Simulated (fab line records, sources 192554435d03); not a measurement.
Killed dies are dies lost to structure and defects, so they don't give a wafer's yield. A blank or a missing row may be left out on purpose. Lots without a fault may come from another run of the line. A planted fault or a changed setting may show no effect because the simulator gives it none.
fab line records | flow n5_finfet
record lots=7 wafers=21 last_day=17
route steps=1938 shown GATE_CUT@477 BEOL_M4@1111 PASSIVATION@1936
lots that met no fault: from a run of the same line without faults
start_h: hours from the record's first day to the start of the lot's first wafer shown | wait_h: hours since the lot's step before | " the same as in the row above | L1.1+2: a row that stands for several wafers | - no value, or no start given | * or withheld: withheld | < > ~ a bound
route shown NAME@n: a module of which the file shows steps, and the number in the route of the first | usual: mean/standard deviation of fault-free wafers | same: alike in all rows | chamber/n: place in a boat | sites: the reading at each site | _std_site: their standard deviation | _edge_site: outer sites' mean less inner sites' | radius_mm: how far each site lies from the wafer's centre | mask NAME#n: copy n | behind: the tool/chamber that last shaped the wafer | hold: why the lot was held/for how many hours/how that ended | device: the transistor (n, p or np) that didn't switch | end of line: the same wafers' tests at the end of the route | a step without rows: its recipe alone | killed: dies lost to structure and defects at the first sort, not the wafer's yield | map: a wafer's dies, x killed, . not, _ none there
set.NAME: the setting as run; set.NAME@STEP: as run at that earlier step | model.NAME: the simulator's own value behind a step, which no gauge read
steps of the route over a sample of lots; a table a step, a row a wafer
services: from which hour (start_h, from the record's first day; less than 0 if before it) a tool's chamber was out of use, for how many hours, and why
## steps
# step N5_GATE_CUT_HM_DEP_46
# recipe material=SiO2 target_thk_a=1300 temp_c=400 precursor=TEOS/O2 pressure_torr=6.5 rf_w=900 teos_flow_sccm=161.4 gas=O2 flow_sccm=2650 time_s=26.6
# usual heater_power_w=542/98 showerhead_plenum_p_Torr=8.354/0.03 throttle_valve_pct=19.0/0.81
# columns lot.wafer tool chamber start_h wait_h heater_power_w showerhead_plenum_p_Torr throttle_valve_pct
L748.1 pecvd-01 2 96.73 0.0 358 8.342 19.3
L748.3 " 1 " " 668 8.365 19.3
L748.4 " 1 " " 669 8.350 19.4
L749.2 pecvd-03 0 102.13 0.0 496 8.382 20.7
L749.3 " 1 " " 589 8.394 18.7
L749.4 " 2 " " 357 8.370 18.4
L756.2 pecvd-01 1 148.44 0.0 600 8.346 19.3
L756.5 " 1 " " 608 8.369 19.5
L756.6 " 2 " " 464 8.330 19.5
L757.3 pecvd-03 0 151.47 0.0 504 8.363 20.3
L757.4 " 2 " " 470 8.358 18.6
L757.6 " 1 " " 627 8.349 18.3
L762.3 pecvd-01 1 178.18 0.0 676 8.349 19.5
L762.5 " 1 " " 667 8.349 19.3
L762.6 " 2 " " 399 8.313 19.4
L765.2 pecvd-01 0 198.02 0.0 531 8.312 18.4
L765.3 " 2 " " 469 8.325 19.5
L765.4 " 2 " " 457 8.329 19.3
L767.2 pecvd-01 2 209.70 0.0 486 8.313 19.3
L767.4 " 2 " " 478 8.344 19.7
L767.6 " 1 " " 619 8.380 19.2
# step N5_GATE_CUT_HM_OPEN_40
# recipe chemistry=C4F6/O2 target=SiO2 mask_material=SiARC target_depth_a=1390 time_s=85.1 ion_energy_ev=250 pressure_mtorr=30 source_w=345 bias_w=185 Ar_flow_sccm=300 C4F6_flow_sccm=10 O2_flow_sccm=10 ends=cleared
# usual drypump_motor_current_A=5.7/0.4 etch_rf_on_time_s=93.6/1.7 mfc_ar_sccm=299.9/0.91 oes_product_au=0.69/0.073 rf_vpp_V=668/7.2 showerhead_plenum_p_Torr=2.84/0.088 throttle_valve_pct=21.01/0.24
# columns lot.wafer tool chamber start_h wait_h drypump_motor_current_A etch_rf_on_time_s mfc_ar_sccm oes_product_au rf_hours_counter_h rf_vpp_V showerhead_plenum_p_Torr throttle_valve_pct
L748.1 rie_diel-04 1 97.36 0.0 5.9 93.0 299.0 0.63 202 679 2.95 21.07
L748.3 " 0 " " 5.6 91.8 298.4 0.79 30 668 2.79 20.92
L748.4 " 2 " " 6.5 95.4 300.2 0.59 - 663 2.79 21.42
L749.2 rie_diel-05 3 102.75 0.0 5.7 92.3 300.1 0.78 62 661 2.76 20.57
L749.3 " 0 " " 6.0 96.4 298.6 0.67 174 670 2.95 21.32
L749.4 " 2 " " 5.1 94.7 298.6 0.82 27 661 2.90 20.81
L756.2 rie_diel-04 2 149.38 0.0 6.5 95.6 300.4 0.57 297 662 2.78 21.44
L756.5 " 2 " " 6.5 96.1 299.5 0.58 - 661 2.78 21.44
L756.6 " 1 " " 5.9 94.6 300.5 0.61 - 679 2.94 21.11
L757.3 rie_diel-05 0 152.16 0.0 6.0 94.8 300.0 0.66 186 670 2.94 21.35
L757.4 " 1 " " 5.5 95.2 300.8 0.64 177 671 2.72 21.02
L757.6 " 1 " " 5.5 93.9 298.5 0.65 - 671 2.72 21.02
L762.3 rie_diel-05 1 178.83 0.0 5.5 30.0 299.4 0.64 185 670 2.72 21.03
L762.5 " 2 " " 5.1 30.0 299.5 0.78 - 662 2.89 20.84
L762.6 " 3 " " 5.7 95.7 299.7 0.75 - 661 2.75 20.59
L765.2 rie_diel-05 1 198.65 0.0 5.5 89.6 298.9 0.65 191 669 2.71 21.04
L765.3 " 0 " " 6.0 29.0 300.4 0.65 199 667 2.94 21.39
L765.4 " 2 " " 5.1 29.8 299.8 0.77 56 660 2.89 20.86
L767.2 rie_diel-04 3 210.33 0.0 5.1 93.7 298.4 0.68 152 657 2.85 21.27
L767.4 " 1 " " 5.9 30.5 299.7 0.61 241 676 2.93 21.12
L767.6 " 1 " " 5.9 95.9 300.7 0.60 - 677 2.93 21.11
# step N5_GATE_CUT_STRIP_41
# recipe chemistry=CF4 resist=SiARC power_w=300 bias_power_w=75 pressure_mtorr=50 cf4_flow_sccm=150 rf_frequency_hz=6e+07
# usual drypump_motor_current_A=5.7/0.4 oes_product_au=0.177/0.019 rf_vpp_V=271.1/1.5 showerhead_plenum_p_Torr=1.79/0.051 throttle_valve_pct=13.69/0.24
# columns lot.wafer tool chamber start_h wait_h drypump_motor_current_A oes_product_au rf_hours_counter_h rf_vpp_V showerhead_plenum_p_Torr throttle_valve_pct
L748.1 rie_diel-04 1 97.42 0.0 5.9 0.165 202 272.4 1.85 13.75
L748.3 " 0 " " 5.6 0.210 30 271.6 1.76 13.51
L748.4 " 2 " " 6.5 0.150 - 268.9 1.76 14.15
L749.2 rie_diel-05 3 102.82 0.0 5.6 0.200 62 270.8 1.76 13.31
L749.3 " 0 " " 6.0 0.174 174 273.3 1.86 13.98
L749.4 " 2 " " 5.1 0.218 27 270.9 1.83 13.40
L756.2 rie_diel-04 2 149.44 0.0 6.5 0.159 297 270.1 1.76 14.22
L756.5 " 2 " " 6.5 0.150 - 270.0 1.76 14.21
L756.6 " 1 " " 5.9 0.159 - 272.1 1.85 13.80
L757.3 rie_diel-05 0 152.22 0.0 6.0 0.171 186 272.5 1.85 14.01
L757.4 " 1 " " 5.5 0.165 177 268.3 1.72 13.72
L757.6 " 1 " " 5.5 0.167 - 269.3 1.72 13.72
L762.3 rie_diel-05 1 178.89 0.0 5.5 0.168 185 269.5 1.71 13.74
L762.5 " 2 " " 5.1 0.195 - 270.8 1.82 13.46
L762.6 " 3 " " 5.7 0.198 - 270.0 1.75 13.36
L765.2 rie_diel-05 1 198.71 0.0 5.5 0.166 191 269.4 1.71 13.75
L765.3 " 0 " " 5.9 0.173 199 273.6 1.85 14.02
L765.4 " 2 " " 5.1 0.201 56 273.7 1.82 13.49
L767.2 rie_diel-04 3 210.39 0.0 5.1 0.176 152 271.6 1.79 13.86
L767.4 " 1 " " 5.9 0.154 241 273.1 1.84 13.85
L767.6 " 1 " " 5.9 0.158 - 272.4 1.84 13.83
# step N5_GATE_CUT_ETCH_19
# recipe chemistry=CH3F/O2 target=SiNx mask_material=SiO2 target_depth_a=537 time_s=76.7 pressure_mtorr=30 source_w=395 bias_w=73 Ar_flow_sccm=150 CH3F_flow_sccm=30 O2_flow_sccm=20 ion_energy_ev=120 ends=cleared
# usual drypump_motor_current_A=5.7/0.4 etch_rf_on_time_s=77.0/1 mfc_ar_sccm=150.0/0.48 oes_product_au=0.65/0.068 rf_vpp_V=298/3.2 showerhead_plenum_p_Torr=2.00/0.064 throttle_valve_pct=16.44/0.24
# columns lot.wafer tool chamber start_h wait_h drypump_motor_current_A etch_rf_on_time_s mfc_ar_sccm oes_product_au rf_hours_counter_h rf_vpp_V showerhead_plenum_p_Torr throttle_valve_pct
L748.1 rie_diel-04 1 97.48 0.0 5.9 76.5 148.9 0.60 202 303 2.07 16.51
L748.3 " 0 " " 5.6 75.1 150.4 0.75 30 300 1.96 16.30
L748.4 " 2 " " 6.5 77.9 150.9 0.55 - 297 1.96 16.88
L749.2 rie_diel-05 3 102.88 0.0 5.7 77.5 149.9 0.72 62 297 1.94 16.03
L749.3 " 0 " " 6.0 79.1 150.0 0.62 174 298 2.07 16.75
L749.4 " 2 " " 5.1 77.4 149.8 0.77 27 296 2.04 16.18
L756.2 rie_diel-04 2 149.50 0.0 6.5 78.4 149.1 0.55 297 296 1.95 16.91
L756.5 " 2 " " 6.5 77.9 149.6 0.55 - 295 1.95 16.91
L756.6 " 1 " " 5.9 76.7 149.8 0.59 - 302 2.07 16.55
L757.3 rie_diel-05 0 152.28 0.0 6.0 78.6 150.0 0.61 186 298 2.07 16.76
L757.4 " 1 " " 5.5 76.4 149.3 0.61 177 300 1.91 16.46
L757.6 " 1 " " 5.5 76.1 149.0 0.61 - 300 1.91 16.49
L762.3 rie_diel-05 1 178.95 0.0 5.5 76.0 150.1 0.62 185 301 1.91 16.47
L762.5 " 2 " " 5.1 76.7 149.8 0.74 - 295 2.03 16.23
L762.6 " 3 " " 5.6 76.9 150.0 0.71 - 294 1.93 16.05
L765.2 rie_diel-05 1 198.77 0.0 5.5 76.3 150.6 0.60 191 301 1.90 16.49
L765.3 " 0 " " 6.0 79.1 150.0 0.61 199 297 2.07 16.79
L765.4 " 2 " " 5.0 77.2 149.5 0.73 56 297 2.03 16.25
L767.2 rie_diel-04 3 210.45 0.0 5.1 77.9 151.0 0.64 152 294 2.00 16.67
L767.4 " 1 " " 5.9 77.4 150.3 0.58 241 303 2.06 16.58
L767.6 " 1 " " 5.9 77.2 149.9 0.58 - 302 2.06 16.57
# step N5_GATE_CUT_ETCH_47
# recipe chemistry=Cl2/BCl3 target=SiO2 target_depth_a=100 pressure_mtorr=10 icp_w=1000 bias_w=126 Cl2_flow_sccm=53.25 bcl3_flow_sccm=21.75 Ar_flow_sccm=25
# usual drypump_motor_current_A=5.6/0.51 mfc_ar_sccm=25.01/0.065 oes_product_au=0.75/0.11 throttle_valve_pct=22.90/0.2
# columns lot.wafer tool chamber start_h wait_h drypump_motor_current_A mfc_ar_sccm oes_product_au rf_hours_counter_h throttle_valve_pct
L748.1 rie_metal-01 1 97.74 0.0 6.2 25.12 0.86 22 23.04
L748.3 " 0 " " 5.5 25.03 0.60 - 23.25
L748.4 " 1 " " 6.2 25.00 0.85 - 23.05
L749.2 rie_metal-01 0 103.13 0.0 5.5 24.96 0.60 139 23.27
L749.3 " 1 " " 6.2 25.05 0.85 - 23.05
L749.4 " 0 " " 5.5 25.02 0.59 - 23.26
L756.2 rie_metal-02 1 149.76 0.0 6.2 24.99 0.65 93 23.03
L756.5 " 0 " " 4.8 25.12 0.65 - 22.64
L756.6 " 1 " " 6.1 25.05 0.65 - 23.05
L757.3 rie_metal-03 1 152.54 0.0 5.7 24.99 0.80 - 22.65
L757.4 " 0 " " 5.5 24.99 0.85 - 22.93
L757.6 " 0 " " 5.5 25.00 0.84 - 22.93
L762.3 rie_metal-02 1 179.22 0.0 6.2 25.13 0.65 - 23.04
L762.5 " 1 " " 6.2 25.04 0.65 - 23.04
L762.6 " 0 " " 4.8 25.05 0.64 - 22.64
L765.2 rie_metal-03 0 199.03 0.0 5.5 25.03 0.83 27 22.94
L765.3 " 1 " " 5.7 25.03 0.78 - 22.64
L765.4 " 0 " " 5.6 25.04 0.83 - 22.93
L767.2 rie_metal-02 1 210.71 0.0 6.2 25.09 0.64 99 23.05
L767.4 " 1 " " 6.2 25.12 0.64 - 23.05
L767.6 " 0 " " 4.8 24.89 0.64 - 22.64
# step N5_GATE_CUT_THK_MEAS_24
# recipe reads=SiO2_of_GATE_CUT_HM_DEP_46+SiO2_flowable_of_ILD0_FCVD_FILL_01
# usual GC_FILL_THK=219.1/2
# columns lot.wafer tool chamber start_h wait_h GC_FILL_THK[nm]
L748.1 film_metro-01 - 100.08 - 218.7
L748.3 " - " " 217.9
L748.4 " - " " 219.7
L749.2 film_metro-01 - 105.22 - 219.7
L749.3 " - " " 221.9
L749.4 " - " " 221.2
L756.2 film_metro-02 - 153.10 - 220.3
L756.5 " - " " 221.5
L756.6 " - " " 220.5
L757.3 film_metro-02 - 154.61 - 217.1
L757.4 " - " " 221.2
L757.6 " - " " 220.2
L762.3 film_metro-01 - 181.78 - 130.5
L762.5 " - " " 130.7
L762.6 " - " " 221.7
L765.2 film_metro-01 - 201.10 - 213.9
L765.3 " - " " 128.2
L765.4 " - " " 129.7
L767.2 film_metro-01 - 212.79 - 217.9
L767.4 " - " " 131.7
L767.6 " - " " 220.6
# step N5_BEOL_M4_RC_MEAS_101
# usual DIBL_N=36.4/1.2 DIBL_P=36.1/1.6 IOFF_N=0.156/0.024 IOFF_P=0.21/0.031 ION_N=674/11 ION_P=463/6.9 SS_N=71.5/0.5 SS_P=73.2/0.55 VT_N=250.0/2.9 VT_P=-250/3.6
# columns lot.wafer tool chamber start_h wait_h DIBL_N[mV/V] DIBL_P[mV/V] IOFF_N[nA/um] IOFF_P[nA/um] ION_N[uA/um] ION_P[uA/um] SS_N[mV/dec] SS_P[mV/dec] VT_N[mV] VT_P[mV]
L748.1 prober-01 0 173.74 0.0 37.3 38.3 0.181 0.23 680 469 72.1 73.3 247.3 -250
L748.3 " 0 " " 38.7 39.4 0.208 0.24 684 464 72.1 73.8 244.2 -249
L748.4 " 0 " " 36.8 37.6 0.167 0.21 674 459 72.4 73.3 247.0 -251
L749.2 prober-02 0 174.43 0.2 35.5 36.6 0.160 0.20 675 456 71.5 73.7 248.2 -252
L749.3 " 0 " " 35.4 36.2 0.146 0.18 661 450 71.3 73.5 250.2 -257
L749.4 " 0 " " 37.9 39.3 0.207 0.24 679 463 71.7 75.0 244.5 -249
L756.2 prober-02 0 226.14 0.3 36.3 35.8 0.159 0.21 687 467 71.9 73.7 249.2 -251
L756.5 " 0 " " 36.3 35.8 0.161 0.21 685 472 71.1 74.1 248.0 -251
L756.6 " 0 " " 36.1 35.7 0.152 0.21 668 458 70.8 73.5 249.3 -250
L757.3 prober-02 0 232.71 0.3 38.7 38.0 0.181 0.25 671 464 72.1 73.0 245.3 -246
L757.4 " 0 " " 38.5 38.2 0.185 0.25 683 468 72.3 73.4 245.3 -249
L757.6 " 0 " " 40.6 41.5 0.236 0.31 696 477 72.6 73.8 245.4 -242
L762.3 prober-01 0 255.87 0.3 36.6 34.7 0.131 0.19 657 461 71.2 73.2 252.3 -251
L762.5 " 0 " " 37.2 35.6 0.152 0.19 670 458 71.5 73.2 250.9 -251
L762.6 " 0 " " 35.9 34.3 0.130 0.17 664 460 71.3 73.3 251.3 -252
L765.2 prober-01 0 276.94 0.2 37.7 36.7 0.175 0.25 679 467 71.8 73.3 247.2 -247
L765.3 " 0 " " 37.7 37.1 0.186 0.26 688 470 71.7 74.1 247.7 -247
L765.4 " 0 " " 36.4 34.8 0.149 0.22 661 463 71.0 73.3 250.1 -248
L767.2 prober-02 0 300.99 0.2 37.2 36.8 0.152 0.20 674 464 71.7 72.6 251.9 -254
L767.4 " 0 " " 35.7 34.9 0.127 0.18 669 462 71.3 72.5 253.1 -254
L767.6 " 0 " " 36.0 34.9 0.134 0.18 681 464 71.2 72.6 253.8 -255
# step N5_PASSIVATION_PROBE_49
# usual defect_limited_yield=91.4/1.5 killed_at_M0_to_M3=31/11 killed_at_M4_up=13/5.5 killed_at_contacts=13/6.3 killed_at_front_end=40/13 killed_at_other=3.3/2.6 killed_dies=101/18 killed_on_rim=13/4 killed_open=67/13 killed_short=33/7.9 sort_bin_5_function=5.1/1 sort_bin_6_memory=3.2/0.68 sort_n_pass=1079/18 sort_yield_pct=91.4/1.5
# same gross_dies=1180 killed_at_back_side=0 sort_bin_4_leakage[%]=0 sort_bin_8_speed[%]=0
# columns lot.wafer tool chamber start_h wait_h defect_limited_yield[%] killed_at_M0_to_M3 killed_at_M4_up killed_at_contacts killed_at_front_end killed_at_other killed_dies killed_on_rim killed_open killed_short sort_bin_5_function[%] sort_bin_6_memory[%] sort_n_pass sort_yield_pct[%]
L748.1 prober-01 - 269.94 0.0 89.8 46 21 17 31 5 120 18 75 43 5.8 4.1 1060 89.8
L748.3 prober-01 - 270.04 0.1 91.9 55 7 4 27 2 95 10 58 37 5.0 2.6 1085 91.9
L748.4 prober-01 - 270.09 0.2 91.4 40 10 10 38 3 101 15 62 38 4.6 3.5 1079 91.4
L756.2 prober-01 - 333.79 0.1 93.5 18 9 14 31 5 77 10 56 20 3.5 3.0 1103 93.5
L756.5 prober-01 - 333.94 0.2 93.1 22 6 18 32 3 81 8 57 23 3.6 3.1 1099 93.1
L756.6 prober-01 - 333.99 0.3 89.9 22 15 26 42 14 119 22 75 44 6.1 3.4 1061 89.9
L762.3 prober-02 - 359.16 0.1 87.9 51 18 19 51 4 143 17 95 48 7.2 4.5 1037 87.9
L762.5 prober-02 - 359.26 0.2 87.5 59 30 10 40 8 147 14 100 47 7.6 4.3 1033 87.5
L762.6 prober-02 - 359.31 0.3 87.5 46 9 15 73 4 147 21 105 42 7.4 4.7 1033 87.5
L765.2 prober-02 - 370.08 0.1 92.5 18 24 21 26 0 89 10 60 28 4.9 2.5 1091 92.5
L765.3 prober-02 - 370.13 0.1 93.4 19 17 6 32 4 78 10 52 25 3.6 2.8 1102 93.4
L765.4 prober-02 - 370.18 0.2 92.4 25 10 9 45 1 90 7 61 27 4.3 3.0 1090 92.4
L767.2 prober-02 - 406.18 0.3 92.5 37 17 12 22 0 88 10 58 30 4.2 3.0 1092 92.5
L767.4 prober-02 - 406.28 0.4 92.2 38 13 1 40 0 92 14 52 38 4.0 3.3 1088 92.2
L767.6 prober-02 - 406.38 0.5 93.0 30 9 11 31 2 83 10 52 31 4.4 2.4 1097 93.0
# killed by level:class
L748.1 MOL_CONTACT_COAG:geometric_particle:open=13 BEOL_M4:geometric_particle:open=13 FIN_SAQP:geometric_particle:short=12 BEOL_M0_SAQP:geometric_particle:open=9 BEOL_M0_SAQP:geometric_particle:short=7 BEOL_M1:geometric_particle:open=7 BEOL_M2:geometric_particle:open=7 BEOL_M3:geometric_particle:open=5
L748.3 BEOL_M0_SAQP:geometric_particle:short=12 BEOL_M2:geometric_particle:open=11 BEOL_M0_SAQP:geometric_particle:open=8 FIN_SAQP:geometric_particle:short=7 BEOL_M0:geometric_particle:open=6 BEOL_M1:geometric_particle:open=6 BEOL_M3:geometric_particle:open=6 DUMMY_GATE:geometric_particle:open=4
L748.4 BEOL_M2:geometric_particle:open=10 FIN_SAQP:geometric_particle:short=9 BEOL_M0_SAQP:geometric_particle:open=8 FIN_SAQP:geometric_particle:open=7 MOL_CONTACT_COAG:geometric_particle:open=6 BEOL_M0_SAQP:geometric_particle:short=6 BEOL_M1:geometric_particle:open=5 BEOL_M3:geometric_particle:open=5
L756.2 MOL_CONTACT_COAG:geometric_particle:open=13 FIN_SAQP:geometric_particle:open=10 BEOL_M2:geometric_particle:open=9 STI_FIN_REVEAL:geometric_particle:open=6 BEOL_M4:geometric_particle:open=5 SPACER0:geometric_particle:short=4 BEOL_M0_SAQP:geometric_particle:short=3 FIN_SAQP:geometric_particle:short=2
L756.5 MOL_CONTACT_COAG:geometric_particle:open=17 FIN_SAQP:geometric_particle:open=10 STI_FIN_REVEAL:geometric_particle:open=6 BEOL_M2:geometric_particle:open=6 DUMMY_GATE:geometric_particle:open=5 BEOL_M1:geometric_particle:open=4 GATE_CUT:geometric_particle:short=3 BEOL_M0_SAQP:geometric_particle:short=3
L756.6 MOL_CONTACT_COAG:geometric_particle:open=17 FIN_SAQP:geometric_particle:short=12 FIN_SAQP:geometric_particle:open=9 BEOL_M3:geometric_particle:open=9 MOL_CONTACT_COAG:geometric_particle:short=9 STI_FIN_REVEAL:geometric_particle:open=5 PAD_METAL:geometric_particle:open=5 PAD_METAL:geometric_particle:short=5
L762.3 BEOL_M0_SAQP:geometric_particle:open=22 MOL_CONTACT_COAG:geometric_particle:open=15 BEOL_M3:geometric_particle:open=13 FIN_SAQP:geometric_particle:open=9 GATE_CUT:geometric_particle:short=9 BEOL_M0_SAQP:geometric_particle:short=9 DUMMY_GATE:geometric_particle:open=8 FIN_SAQP:geometric_particle:short=7
L762.5 BEOL_M3:geometric_particle:open=17 BEOL_M0_SAQP:geometric_particle:open=12 FIN_SAQP:geometric_particle:open=11 BEOL_M4:geometric_particle:open=10 FIN_SAQP:geometric_particle:short=8 MOL_CONTACT_COAG:geometric_particle:open=8 GATE_CUT:geometric_particle:short=7 BEOL_M4:geometric_particle:short=7
L762.6 FIN_SAQP:geometric_particle:open=22 STI_FIN_REVEAL:geometric_particle:open=18 FIN_SAQP:geometric_particle:short=13 MOL_CONTACT_COAG:geometric_particle:open=11 BEOL_M0_SAQP:geometric_particle:short=11 BEOL_M0_SAQP:geometric_particle:open=11 BEOL_M3:geometric_particle:open=11 DUMMY_GATE:geometric_particle:open=6
L765.2 BEOL_M4:geometric_particle:open=15 MOL_CONTACT_COAG:geometric_particle:open=11 MOL_CONTACT_COAG:geometric_particle:short=10 BEOL_M2:geometric_particle:open=9 FIN_SAQP:geometric_particle:open=6 FIN_SAQP:geometric_particle:short=4 STI_FIN_REVEAL:geometric_particle:open=3 GATE_CUT:geometric_particle:short=3
L765.3 FIN_SAQP:geometric_particle:open=10 BEOL_M0_SAQP:geometric_particle:open=7 BEOL_M4:geometric_particle:open=7 FIN_SAQP:geometric_particle:short=5 STI_FIN_REVEAL:geometric_particle:open=5 BEOL_M0_SAQP:geometric_particle:short=5 BEOL_M2:geometric_particle:open=4 MOL_CONTACT_COAG:geometric_particle:open=3
L765.4 FIN_SAQP:geometric_particle:open=14 STI_FIN_REVEAL:geometric_particle:open=13 MOL_CONTACT_COAG:geometric_particle:open=8 BEOL_M2:geometric_particle:open=7 BEOL_M0_SAQP:geometric_particle:short=6 FIN_SAQP:geometric_particle:short=5 GATE_CUT:geometric_particle:short=5 BEOL_M0:geometric_particle:open=4
L767.2 MOL_CONTACT_COAG:geometric_particle:open=10 BEOL_M4:geometric_particle:open=7 BEOL_M0_SAQP:geometric_particle:short=6 BEOL_M3:geometric_particle:open=6 BEOL_M1:geometric_particle:open=6 BEOL_M2:geometric_particle:open=6 DUMMY_GATE:geometric_particle:open=4 GATE_CUT:geometric_particle:open=4
L767.4 BEOL_M3:geometric_particle:open=11 BEOL_M0_SAQP:geometric_particle:short=7 BEOL_M0_SAQP:geometric_particle:open=6 FIN_SAQP:geometric_particle:short=5 DUMMY_GATE:geometric_particle:open=5 STI_FIN_REVEAL:geometric_particle:open=5 DUMMY_GATE:geometric_particle:short=4 GATE_CUT:geometric_particle:short=4
L767.6 MOL_CONTACT_COAG:geometric_particle:open=11 FIN_SAQP:geometric_particle:short=6 BEOL_M0_SAQP:geometric_particle:open=6 BEOL_M1:geometric_particle:open=6 GATE_CUT:geometric_particle:short=5 BEOL_M0_SAQP:geometric_particle:short=5 GATE_CUT:geometric_particle:open=4 BEOL_M1:geometric_particle:short=4
## services
# columns tool chamber start_h hours kind
pecvd-01 0 76.45 5.0 scheduled_down
rie_diel-04 0 85.45 2.4 repair
pecvd-03 2 95.86 2.1 scheduled_down
rie_diel-05 0 105.22 2.4 repair
pecvd-01 0 118.69 2.1 scheduled_down
rie_metal-01 0 148.50 - clean
rie_metal-01 0 148.50 19.5 scheduled_down
rie_metal-01 0 148.50 19.5 vent_cycle
rie_diel-05 0 149.24 2.4 repair
rie_diel-04 0 150.26 5.2 repair
rie_diel-04 2 155.76 - clean
rie_diel-04 2 155.76 - consumable_replace:esc
rie_diel-04 2 155.76 - consumable_replace:focus_ring
rie_diel-04 2 155.76 18.5 scheduled_down
rie_diel-04 2 155.76 18.5 vent_cycle
rie_metal-03 - 208.83 0.7 repair
## key
first_sign step=N5_GATE_CUT_HM_OPEN_40 reading=etch_rf_on_time_s direction=down sigmas=37 usual=* struck=*
effect step=N5_GATE_CUT_THK_MEAS_24 reading=GC_FILL_THK direction=down sigmas=44 usual=219.1 struck=130.1
met_at N5_GATE_CUT_HM_DEP_46
struck_lots L762,L765,L767
struck_wafers L762.3,L762.5,L765.3,L765.4,L767.4
not_acting_at N5_GATE_CUT_STRIP_41,N5_GATE_CUT_ETCH_19,N5_GATE_CUT_ETCH_47
onset_between 148.44 178.18
fault kind=process_parameter_drift tool=pecvd-01 chamber=- onset_h=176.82 steps=N5_GATE_CUT_HM_DEP_46 channel=time_s offset=* shape=step end_h=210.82 scope=struck_wafers_only acts_in=* stated=*
